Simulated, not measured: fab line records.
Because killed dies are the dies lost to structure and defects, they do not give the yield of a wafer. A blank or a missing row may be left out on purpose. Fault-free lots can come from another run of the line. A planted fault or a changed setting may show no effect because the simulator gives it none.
fab line records	flow n5_finfet	part 1 of 2: steps 1 to 20 of 25
record: lots: 5	wafers: 15	last_day: 16
route steps=1938 shown MOL_CONTACT_COAG@585
lots untouched by any fault: they come from a run of this same line in which no faults occurred
start_h: hours from the record's opening day to when the first of the lot's shown wafers began	wait_h: hours elapsed since this lot's preceding step	" unchanged from the row above	L1.1+2: one row covering several wafers at once	- no value, or no start given	* or withheld: withheld	< > ~ a bound
route shown NAME@n: names a module that has steps shown in the file, with the first one's number in the route	usual: mean and standard deviation over wafers with no fault	same: alike in all rows	chamber/n: place in a boat	sites: per-site readings	_std_site: the standard deviation of these	_edge_site: the outer-site mean with the inner-site mean subtracted	radius_mm: how far each site lies from the wafer's centre	mask NAME#n: copy n	behind: tool/chamber where the wafer was last shaped	hold: why the lot went on hold/how many hours it stayed there/how the hold came to an end	device: whichever transistor did not switch (one of n, p or np)	end of line: tests run on the same wafers once the route is complete	a step without rows: its recipe alone	killed: dies that structure and defects cost at the first sort, which is not the same as the wafer's yield	map: a wafer's dies, x killed, . not, _ none there
set.NAME: the setting that was run; set.NAME@STEP: the one run at that earlier step	model.NAME: the simulator's own value behind a step, which no gauge read
certain route steps with their lots: each step a table, each wafer a row
services: when a tool's chamber went out of use (start_h, in hours from the record's first day, below 0 if earlier), for how many hours, and the reason
== steps ==
step: N5_MOL_CONTACT_COAG_STRIP_118
recipe: chemistry: CHF3	resist: SiARC	rf_frequency_hz: 6e+07
lot.wafer	tool	chamber	start_h	wait_h
L074.2+4+6	rie_diel-05	0,3,1	105.01	0.0
L079.1+2+5	rie_diel-03	1,3,2	133.59	0.0
L084.2+5+6	rie_diel-05	0,1,0	158.11	0.0
L085.1+2+4	rie_diel-03	2,0,1	170.75	0.0
L089.1+3+5	rie_diel-03	2,0,1	193.60	0.0
step: N5_MOL_CONTACT_COAG_VIA_ETCH_46
recipe: chemistry: C4F6/O2	target_depth_a: 460	overetch_a: 92	mask_material: SOC	target: SiO2	bias_w: 455	pressure_mtorr: 10	time_s: 40	source_w: 325	Ar_flow_sccm: 300	C4F6_flow_sccm: 10	O2_flow_sccm: 10	ion_energy_ev: 575.3	ends: end_point
usual: drypump_motor_current_A: 5.66/0.3	oes_ar_750_au: 0.79/0.087	oes_f_703_au: 0.80/0.09	oes_product_au: 0.70/0.076	rf_fwd_power_W: 322.4/1.1	rf_vpp_V: 1582/27	showerhead_plenum_p_Torr: 2.84/0.1	throttle_valve_pct: 41.0/0.42
lot.wafer	tool	chamber	start_h	wait_h	drypump_motor_current_A	oes_ar_750_au	oes_f_703_au	oes_product_au	rf_fwd_power_W	rf_hours_counter_h	rf_vpp_V	showerhead_plenum_p_Torr	throttle_valve_pct
L074.2	rie_diel-05	0	105.02	0.0	5.77	0.76	0.76	0.68	320.8	163	1577	2.80	39.9
L074.4	"	3	"	"	5.29	0.69	0.71	0.61	322.9	-	1582	2.77	41.5
L074.6	"	1	"	"	5.83	0.89	0.88	0.80	321.8	-	1578	2.93	41.2
L079.1	rie_diel-03	1	133.60	0.0	5.38	0.73	0.73	0.65	321.6	195	1597	2.72	41.1
L079.2	"	3	"	"	5.61	0.88	0.89	0.77	322.9	45	1559	2.91	41.5
L079.5	"	2	"	"	5.74	0.74	0.74	0.66	319.6	-	1542	2.74	40.9
L084.2	rie_diel-05	0	158.12	0.0	5.78	0.74	0.75	0.65	321.4	179	1577	2.79	39.9
L084.5	"	1	"	"	5.86	0.86	0.85	0.80	321.3	-	1577	2.92	41.2
L084.6	"	0	"	"	5.80	0.74	0.75	0.66	321.1	-	1578	2.79	39.9
L085.1	rie_diel-03	2	170.76	0.0	5.74	0.74	0.73	0.67	321.6	164	1541	2.73	40.9
L085.2	"	0	"	"	5.54	0.70	0.72	0.63	323.0	193	1621	2.92	40.9
L085.4	"	1	"	"	5.37	0.72	0.72	0.63	322.6	213	1595	2.71	41.1
L089.1	rie_diel-03	2	193.61	0.0	5.71	0.73	0.73	0.66	321.1	173	1542	2.73	40.9
L089.3	"	0	"	"	5.54	0.70	0.71	0.63	321.8	201	1623	2.91	40.9
L089.5	"	1	"	"	5.36	0.71	0.71	0.63	322.5	-	1598	2.71	41.1
step: N5_MOL_CONTACT_COAG_STRIP_96
recipe: chemistry: N2/H2	power_w: 500	temp_c: 40	pressure_mtorr: 50	rf_frequency_hz: 6e+07	overash_fraction: 0.3	bias_power_w: 28	h2_frac: 0.5	n2_flow_sccm: 300	h2_flow_sccm: 300
usual: drypump_motor_current_A: 5.66/0.3	oes_product_au: 0.79/0.088	rf_vpp_V: 121.8/1.3	showerhead_plenum_p_Torr: 3.34/0.12	throttle_valve_pct: 18.9/0.37
lot.wafer	tool	chamber	start_h	wait_h	drypump_motor_current_A	oes_product_au	rf_hours_counter_h	rf_vpp_V	showerhead_plenum_p_Torr	throttle_valve_pct
L074.2	rie_diel-05	0	105.08	0.0	5.82	0.76	163	122.2	3.34	18.8
L074.4	"	3	"	"	5.28	0.67	-	122.6	3.29	19.4
L074.6	"	1	"	"	5.84	0.94	-	122.3	3.41	18.0
L079.1	rie_diel-03	1	133.66	0.0	5.37	0.73	195	120.9	3.16	18.8
L079.2	"	3	"	"	5.61	0.86	45	124.7	3.41	18.7
L079.5	"	2	"	"	5.74	0.76	-	120.5	3.23	19.3
L084.2	rie_diel-05	0	158.19	0.0	5.82	0.75	179	121.0	3.33	18.9
L084.5	"	1	"	"	5.86	0.89	-	121.9	3.40	18.1
L084.6	"	0	"	"	5.82	0.76	-	120.1	3.33	18.9
L085.1	rie_diel-03	2	170.83	0.0	5.72	0.74	164	118.9	3.23	19.3
L085.2	"	0	"	"	5.57	0.70	193	121.4	3.45	19.3
L085.4	"	1	"	"	5.37	0.71	213	122.7	3.15	18.8
L089.1	rie_diel-03	2	193.68	0.0	5.76	0.75	173	122.9	3.22	19.3
L089.3	"	0	"	"	5.57	0.70	201	122.6	3.45	19.3
L089.5	"	1	"	"	5.38	0.70	-	121.7	3.15	18.8
step: N5_MOL_CONTACT_COAG_ETCH_47
recipe: chemistry: CH3F/O2	target: SiNx	target_depth_a: 270	mask_material: SiO2	stop_on: W	over_etch_frac: 0.2	ion_energy_ev: 120	endpoint: OES-CN	pressure_mtorr: 30	source_w: 395	bias_w: 73	Ar_flow_sccm: 150	CH3F_flow_sccm: 30	O2_flow_sccm: 20	ends: end_point
usual: drypump_motor_current_A: 5.65/0.3	etch_rf_on_time_s: 30.5/0.6	oes_ar_750_au: 0.80/0.089	oes_f_703_au: 0.80/0.094	oes_product_au: 0.71/0.08	rf_fwd_power_W: 385.6/1.4	rf_vpp_V: 296/5.4	showerhead_plenum_p_Torr: 2.00/0.073	throttle_valve_pct: 16.43/0.22
lot.wafer	tool	chamber	start_h	wait_h	drypump_motor_current_A	etch_rf_on_time_s	oes_ar_750_au	oes_f_703_au	oes_product_au	rf_fwd_power_W	rf_hours_counter_h	rf_vpp_V	showerhead_plenum_p_Torr	throttle_valve_pct
L074.2	rie_diel-05	0	105.12	0.0	5.79	30.9	0.75	0.76	0.68	383.7	163	296	1.97	16.19
L074.4	"	3	"	"	5.29	30.8	0.68	0.70	0.61	387.0	-	298	1.95	16.93
L074.6	"	1	"	"	5.82	29.6	0.90	0.89	0.83	387.7	-	295	2.06	16.05
L079.1	rie_diel-03	1	133.70	0.0	5.36	30.8	0.73	0.74	0.65	385.9	195	301	1.91	16.61
L079.2	"	3	"	"	5.62	29.8	0.89	0.90	0.78	386.9	45	291	2.05	16.24
L079.5	"	2	"	"	5.71	30.7	0.75	0.76	0.68	384.6	-	288	1.92	16.33
L084.2	rie_diel-05	0	158.23	0.0	5.79	30.2	0.74	0.74	0.67	386.7	179	295	1.96	16.22
L084.5	"	1	"	"	5.83	30.0	0.87	0.86	0.79	383.8	-	296	2.05	16.10
L084.6	"	0	"	"	5.78	30.4	0.75	0.74	0.67	386.5	-	296	1.96	16.22
L085.1	rie_diel-03	2	170.87	0.0	5.73	30.5	0.74	0.74	0.68	387.0	164	288	1.92	16.33
L085.2	"	0	"	"	5.55	30.0	0.70	0.71	0.63	385.0	193	303	2.06	16.71
L085.4	"	1	"	"	5.37	30.5	0.72	0.73	0.64	383.3	213	300	1.90	16.65
L089.1	rie_diel-03	2	193.72	0.0	5.74	30.4	0.74	0.74	0.68	384.8	173	289	1.92	16.35
L089.3	"	0	"	"	5.55	30.5	0.70	0.70	0.63	383.1	201	304	2.05	16.73
L089.5	"	1	"	"	5.39	30.6	0.71	0.73	0.63	384.9	-	300	1.90	16.65
step: N5_MOL_CONTACT_COAG_STRIP_119
recipe: chemistry: N2/H2	time_s: 30	power_w: 1000	temp_c: 250	pressure_mtorr: withheld	n2_flow_sccm: 1750	h2_flow_sccm: 3250
usual: drypump_motor_current_A: 5.5/0.39	heater_power_w: 330/24
lot.wafer	tool	chamber	start_h	wait_h	drypump_motor_current_A	heater_power_w	rf_hours_counter_h
L074.2	plasma_asher-02	0	105.20	0.1	5.5	334	38
L074.4	"	1	"	"	5.6	342	-
L074.6	"	0	"	"	5.5	336	-
L079.1	plasma_asher-02	0	133.78	0.1	5.5	328	44
L079.2	"	1	"	"	5.6	344	44
L079.5	"	0	"	"	5.5	331	-
L084.2	plasma_asher-01	1	158.33	0.1	4.9	352	110
L084.5	"	1	"	"	4.9	351	-
L084.6	"	0	"	"	6.1	289	-
L085.1	plasma_asher-02	1	170.95	0.1	5.6	340	53
L085.2	"	0	"	"	5.5	329	53
L085.4	"	0	"	"	5.5	332	-
L089.1	plasma_asher-02	1	193.80	0.1	5.6	337	58
L089.3	"	0	"	"	5.5	326	-
L089.5	"	1	"	"	5.6	347	-
step: N5_MOL_CONTACT_COAG_PRECLEAN_144
recipe: chemistry: alkaline_clean	temp_c: 60	time_s: 60	do_ppb: 50
usual: bath_heat_duty_pct: 10.3/1.3	do_ppb: 50.1/0.5
lot.wafer	tool	chamber	start_h	wait_h	bath_heat_duty_pct	do_ppb
L074.2	wet_bench-03	5	105.29	0.1	11.7	50.0
L074.4	"	7	"	"	11.1	50.8
L074.6	"	0	"	"	8.1	50.5
L079.1	wet_bench-05	5	133.87	0.1	9.8	50.5
L079.2	"	1	"	"	9.4	49.1
L079.5	"	6	"	"	9.9	51.2
L084.2	wet_bench-01	0	158.41	0.1	9.5	50.0
L084.5	"	6	"	"	9.4	50.4
L084.6	"	7	"	"	9.1	50.2
L085.1	wet_bench-03	4	171.03	0.1	9.2	50.3
L085.2	"	6	"	"	9.2	49.9
L085.4	"	2	"	"	12.8	50.1
L089.1	wet_bench-01	0	193.89	0.1	10.5	49.4
L089.3	"	5	"	"	10.5	50.0
L089.5	"	3	"	"	8.4	50.2
step: N5_MOL_CONTACT_COAG_SRD_145
recipe: dry: ipa_marangoni	time_s: 30	temp_c: 23	rinse_liquid: diw
usual: bath_heat_duty_pct: 3.8/0.58
lot.wafer	tool	chamber	start_h	wait_h	bath_heat_duty_pct
L074.2	wet_bench-03	5	105.31	0.0	4.1
L074.4	"	7	"	"	4.0
L074.6	"	0	"	"	2.7
L079.1	wet_bench-05	5	133.89	0.0	3.6
L079.2	"	1	"	"	3.9
L079.5	"	6	"	"	3.8
L084.2	wet_bench-01	0	158.43	0.0	3.2
L084.5	"	6	"	"	3.8
L084.6	"	7	"	"	2.9
L085.1	wet_bench-03	4	171.05	0.0	3.9
L085.2	"	6	"	"	3.0
L085.4	"	2	"	"	4.9
L089.1	wet_bench-01	0	193.91	0.0	3.3
L089.3	"	5	"	"	3.7
L089.5	"	3	"	"	2.7
step: N5_MOL_CONTACT_COAG_CD_MEAS_137
recipe: target_cd_nm: 16
usual: cd_nm: 15.9/0.47
lot.wafer	tool	chamber	start_h	wait_h	cd_nm
L074.2	cd_sem-03	-	105.35	0.0	15.6
L074.4	"	-	"	"	15.5
L074.6	"	-	"	"	14.9
L079.1	cd_sem-03	-	133.93	0.0	16.3
L079.2	"	-	"	"	15.6
L079.5	"	-	"	"	16.3
L084.2	cd_sem-01	-	158.48	0.0	15.7
L084.5	"	-	"	"	16.1
L084.6	"	-	"	"	16.0
L085.1	cd_sem-01	-	171.09	0.0	16.1
L085.2	"	-	"	"	15.8
L085.4	"	-	"	"	16.8
L089.1	cd_sem-02	-	193.95	0.0	15.8
L089.3	"	-	"	"	15.6
L089.5	"	-	"	"	16.0
step: N5_MOL_CONTACT_COAG_COAT_62
recipe: resist: SOC	temp_c: 250	time_s: 60	spin_rpm: 1500	resist_thk_nm: 60
usual: heater_power_total_W: 500.2/1.9	spin_speed_rpm: 1500.1/1
lot.wafer	tool	chamber	start_h	wait_h	heater_power_total_W	spin_speed_rpm
L074.2	litho_track-05	0	105.39	0.0	502.1	1497.3
L074.4	"	0	"	"	498.5	1500.0
L074.6	"	0	"	"	502.8	1500.2
L079.1	litho_track-05	0	133.97	0.0	498.2	1500.4
L079.2	"	0	"	"	498.6	1501.5
L079.5	"	0	"	"	501.6	1499.8
L084.2	litho_track-05	0	158.51	0.0	502.5	1500.2
L084.5	"	0	"	"	499.8	1500.2
L084.6	"	0	"	"	500.5	1500.3
L085.1	litho_track-04	0	171.13	0.0	502.9	1501.6
L085.2	"	0	"	"	500.1	1500.6
L085.4	"	0	"	"	501.6	1500.4
L089.1	litho_track-03	0	193.99	0.0	499.7	1500.4
L089.3	"	0	"	"	500.5	1500.9
L089.5	"	0	"	"	502.4	1500.8
step: N5_MOL_CONTACT_COAG_COAT_63
recipe: resist: SiARC	temp_c: 220	time_s: 60	spin_rpm: 1500	resist_thk_nm: 10
usual: heater_power_total_W: 427.6/2.2	spin_speed_rpm: 1500.1/0.95
lot.wafer	tool	chamber	start_h	wait_h	heater_power_total_W	spin_speed_rpm
L074.2	litho_track-05	0	-	-	424.1	1501.0
L074.4	"	0	"	"	430.8	1498.9
L074.6	"	0	"	"	425.3	1499.9
L079.1	litho_track-05	0	-	-	424.9	1498.5
L079.2	"	0	"	"	428.2	1500.2
L079.5	"	0	"	"	429.6	1501.2
L084.2	litho_track-05	0	-	-	430.1	1502.8
L084.5	"	0	"	"	429.6	1498.3
L084.6	"	0	"	"	427.0	1500.8
L085.1	litho_track-04	0	-	-	425.0	1499.0
L085.2	"	0	"	"	430.0	1499.8
L085.4	"	0	"	"	428.0	1500.7
L089.1	litho_track-03	0	-	-	424.0	1501.4
L089.3	"	0	"	"	430.8	1500.8
L089.5	"	0	"	"	430.9	1500.9
step: N5_MOL_CONTACT_COAG_COAT_64
recipe: resist: underlayer	temp_c: 205	time_s: 60	spin_rpm: 1500	resist_thk_nm: 10
usual: heater_power_total_W: 391.7/1.3	spin_speed_rpm: 1499.9/1.1
lot.wafer	tool	chamber	start_h	wait_h	heater_power_total_W	spin_speed_rpm
L074.2	litho_track-05	0	-	-	391.7	1498.7
L074.4	"	0	"	"	392.8	1498.8
L074.6	"	0	"	"	392.4	1502.7
L079.1	litho_track-05	0	-	-	393.4	1499.6
L079.2	"	0	"	"	390.6	1503.3
L079.5	"	0	"	"	393.4	1500.7
L084.2	litho_track-05	0	-	-	393.7	1499.9
L084.5	"	0	"	"	394.0	1499.8
L084.6	"	0	"	"	393.3	1500.2
L085.1	litho_track-04	0	-	-	392.8	1498.6
L085.2	"	0	"	"	391.3	1500.1
L085.4	"	0	"	"	391.4	1499.5
L089.1	litho_track-03	0	-	-	390.4	1500.6
L089.3	"	0	"	"	393.1	1500.0
L089.5	"	0	"	"	392.6	1498.4
step: N5_MOL_CONTACT_COAG_COAT_34
recipe: resist: CAR-EUV	spin_rpm: 1500	resist_thk_nm: 40
usual: spin_speed_rpm: 1500.0/0.98
lot.wafer	tool	chamber	start_h	wait_h	spin_speed_rpm
L074.2	litho_track-05	0	-	-	1500.1
L074.4	"	0	"	"	1500.7
L074.6	"	0	"	"	1500.5
L079.1	litho_track-05	0	-	-	1500.6
L079.2	"	0	"	"	1499.8
L079.5	"	0	"	"	1499.9
L084.2	litho_track-05	0	-	-	1500.3
L084.5	"	0	"	"	1500.8
L084.6	"	0	"	"	1501.3
L085.1	litho_track-04	0	-	-	1499.8
L085.2	"	0	"	"	1499.1
L085.4	"	0	"	"	1501.1
L089.1	litho_track-03	0	-	-	1500.4
L089.3	"	0	"	"	1499.3
L089.5	"	0	"	"	1499.4
step: N5_MOL_CONTACT_COAG_EBR_36
recipe: solvent: PGMEA	ebr_width_mm: 1.5
lot.wafer	tool	chamber	start_h	wait_h
L074.2+4+6	litho_track-05	0	-	-
L079.1+2+5	litho_track-05	0	-	-
L084.2+5+6	litho_track-05	0	-	-
L085.1+2+4	litho_track-04	0	-	-
L089.1+3+5	litho_track-03	0	-	-
step: N5_MOL_CONTACT_COAG_SOFTBAKE_35
recipe: temp_c: 110	time_s: 60	resist: CAR-EUV
usual: heater_power_total_W: 175.4/1.4
lot.wafer	tool	chamber	start_h	wait_h	heater_power_total_W
L074.2	litho_track-05	0	-	-	173.7
L074.4	"	0	"	"	175.4
L074.6	"	0	"	"	174.2
L079.1	litho_track-05	0	-	-	173.0
L079.2	"	0	"	"	177.5
L079.5	"	0	"	"	177.1
L084.2	litho_track-05	0	-	-	173.7
L084.5	"	0	"	"	177.4
L084.6	"	0	"	"	177.6
L085.1	litho_track-04	0	-	-	177.0
L085.2	"	0	"	"	174.1
L085.4	"	0	"	"	176.0
L089.1	litho_track-03	0	-	-	175.2
L089.3	"	0	"	"	173.8
L089.5	"	0	"	"	173.0
step: N5_MOL_CONTACT_COAG_EXPOSE_37
recipe: mask_id: VD	na: 0.33	source_shape: annular	sigma_inner: 0.3	sigma_outer: 0.7	polarization: unpolarized	defocus_nm: 0	dose_mj: 62
same: sigma_inner: 0.3
lot.wafer	tool	chamber	start_h	wait_h	mask
L074.2+4+6	euv_scanner-01	0	105.53	-	VD#0
L079.1+2+5	euv_scanner-01	0	134.23	-	VD#0
L084.2+5+6	euv_scanner-01	0	158.66	-	VD#0
L085.1+2+4	euv_scanner-02	0	171.39	-	VD#0
L089.1+3+5	euv_scanner-02	0	194.25	-	VD#0
step: N5_MOL_CONTACT_COAG_PEB_38
recipe: peb_temp_c: 100	peb_time_s: 60	resist: CAR-EUV
usual: heater_power_total_W: 154.1/1.1
lot.wafer	tool	chamber	start_h	wait_h	heater_power_total_W
L074.2	litho_track-03	0	105.60	0.1	155.8
L074.4	"	0	"	"	152.3
L074.6	"	0	"	"	155.2
L079.1	litho_track-03	0	134.31	0.1	155.3
L079.2	"	0	"	"	155.4
L079.5	"	0	"	"	153.1
L084.2	litho_track-04	0	158.73	0.1	154.5
L084.5	"	0	"	"	153.9
L084.6	"	0	"	"	155.5
L085.1	litho_track-04	0	171.47	0.1	152.6
L085.2	"	0	"	"	153.4
L085.4	"	0	"	"	153.9
L089.1	litho_track-04	0	194.32	0.1	155.1
L089.3	"	0	"	"	153.5
L089.5	"	0	"	"	152.7
step: N5_MOL_CONTACT_COAG_DEVELOP_39
recipe: develop_time_s: 30	developer: TMAH	resist: CAR-EUV	rinse_liquid: surfactant_rinse	dry: air_spin	dev_temp_c: 23
same: develop_time_s: 30
lot.wafer	tool	chamber	start_h	wait_h
L074.2+4+6	litho_track-03	0	-	-
L079.1+2+5	litho_track-03	0	-	-
L084.2+5+6	litho_track-04	0	-	-
L085.1+2+4	litho_track-04	0	-	-
L089.1+3+5	litho_track-04	0	-	-
step: N5_MOL_CONTACT_COAG_CD_MEAS_40
recipe: target_cd_nm: 25.1	landing_energy_ev: 500	detector: se_inlens	polarity: opening
usual: cd_nm: 24.94/0.26
lot.wafer	tool	chamber	start_h	wait_h	cd_nm
L074.2	cd_sem-02	0	105.67	-	25.42
L074.4	"	0	"	"	24.86
L074.6	"	0	"	"	25.06
L079.1	cd_sem-02	0	134.38	-	25.41
L079.2	"	0	"	"	25.06
L079.5	"	0	"	"	24.43
L084.2	cd_sem-01	0	158.79	-	24.75
L084.5	"	0	"	"	24.94
L084.6	"	0	"	"	24.65
L085.1	cd_sem-01	0	171.54	-	25.19
L085.2	"	0	"	"	25.00
L085.4	"	0	"	"	24.75
L089.1	cd_sem-03	0	194.39	-	24.54
L089.3	"	0	"	"	25.12
L089.5	"	0	"	"	24.63
step: N5_MOL_CONTACT_COAG_OVL_MEAS_41
recipe: points_per_wafer: 522
usual: VD_OVL: -0.1/0.69
lot.wafer	tool	chamber	start_h	wait_h	VD_OVL[nm]
L074.2	overlay-02	0	105.71	0.0	0.9
L074.4	"	0	"	"	0.6
L074.6	"	0	"	"	0.5
L079.1	overlay-02	0	134.41	0.0	0.2
L079.2	"	0	"	"	-0.5
L079.5	"	0	"	"	0.5
L084.2	overlay-01	0	158.83	0.0	-0.4
L084.5	"	0	"	"	0.6
L084.6	"	0	"	"	0.2
L085.1	overlay-01	0	171.57	0.0	-1.0
L085.2	"	0	"	"	-0.8
L085.4	"	0	"	"	-0.9
L089.1	overlay-01	0	194.42	0.0	0.0
L089.3	"	0	"	"	-1.0
L089.5	"	0	"	"	-0.3
step: N5_MOL_CONTACT_COAG_INSPECT_42
recipe: mode: adi	inspect_instrument: brightfield
usual: raw_defect_count: 209/42
lot.wafer	tool	chamber	start_h	wait_h	raw_defect_count
L074.2	defect_inspect-01	-	105.76	0.0	256
L074.4	"	-	"	"	222
L074.6	"	-	"	"	236
L079.1	defect_inspect-01	-	134.47	0.1	246
L079.2	"	-	"	"	181
L079.5	"	-	"	"	156
L084.2	defect_inspect-01	-	158.88	0.0	286
L084.5	"	-	"	"	278
L084.6	"	-	"	"	229
L085.1	defect_inspect-02	-	171.64	0.1	243
L085.2	"	-	"	"	172
L085.4	"	-	"	"	192
L089.1	defect_inspect-02	-	194.48	0.1	177
L089.3	"	-	"	"	217
L089.5	"	-	"	"	223
